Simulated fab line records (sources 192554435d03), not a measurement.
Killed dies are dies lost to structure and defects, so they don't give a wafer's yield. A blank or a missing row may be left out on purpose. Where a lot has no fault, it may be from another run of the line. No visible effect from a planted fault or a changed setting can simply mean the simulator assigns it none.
Chamber matching	flow n5 finfet	N5_HKMG_FIN_ETCH_58 on rie diel-04: 4 sister chambers
The step etches SOC in N2/H2, target depth 215.8 nm, time 741 s. 20 wafers are shown with their chamber, then 10 later ones without.

WAFERS WITH THEIR CHAMBER
wafer	chamber	showerhead plenum p Torr (Torr)	throttle valve pct (%)	oes product au (a.u.)
L074.3	3	2.63	17.86	0.74
L074.4	2	2.56	17.53	0.83
L074.5	3	2.63	17.85	0.74
L079.2	1	2.62	17.97	0.95
L079.3	0	2.52	18.12	0.70
L079.4	2	2.56	17.55	0.82
L081.1	2	2.56	17.56	0.81
L081.2	3	2.62	17.89	0.73
L081.6	1	2.62	17.98	0.92
L082.1	1	2.62	17.99	0.94
L082.3	0	2.52	18.15	0.69
L082.6	1	2.62	18.00	0.93
L083.1	2	2.56	17.56	0.81
L083.2	3	2.62	17.88	0.74
L083.3	0	2.52	18.14	0.69
L083.4	1	2.62	17.99	0.93
L083.5	3	2.62	17.89	0.74
L083.6	2	2.56	17.56	0.82
L086.3	3	2.62	17.88	0.73
L086.5	0	2.52	18.15	0.69

SIGNATURES (averages over the wafers above)
reading	chamber 0	chamber 1	chamber 2	chamber 3	scatter within a chamber
showerhead plenum p Torr	2.5200	2.6200	2.5600	2.6233	0.00289
throttle valve pct	18.1400	17.9860	17.5520	17.8750	0.014
oes product au	0.6925	0.9340	0.8180	0.7367	0.00794
Rule: distance of a wafer from a chamber = root of the sum over the readings of ((wafer's reading minus chamber's mean) / reading's scatter) squared. If the next closest chamber is less than 2 further off than the closest, the wafer can't be placed; otherwise it belongs to the closest. How the scatter is found: for the shown wafers, subtract from each reading the mean of its chamber, square and add these, divide the total by (wafers less chambers), then take the root.

WAFERS WITHOUT THEIR CHAMBER
wafer	showerhead plenum p Torr (Torr)	throttle valve pct (%)	oes product au (a.u.)
L086.6	2.62	17.90	0.73
L088.1	2.61	18.02	0.91
L088.5	2.52	18.15	0.70
L088.6	2.62	17.91	0.72
L090.2	2.61	17.91	0.71
L090.3	2.61	18.01	0.89
L090.6	2.61	18.01	0.90
L093.1	2.61	18.02	0.89
L093.3	2.51	18.17	0.67
L093.6	2.61	17.91	0.72

EACH ONE'S CHAMBER
wafer	from the rows above	in truth
L086.6	3	3
L088.1	1	1
L088.5	0	0
L088.6	3	3
L090.2	3	3
L090.3	1	1
L090.6	1	1
L093.1	1	1
L093.3	0	0
L093.6	3	3
Placed correctly: 10 of 10. Number that these rows cannot place: 0. Placed wrongly: 0.
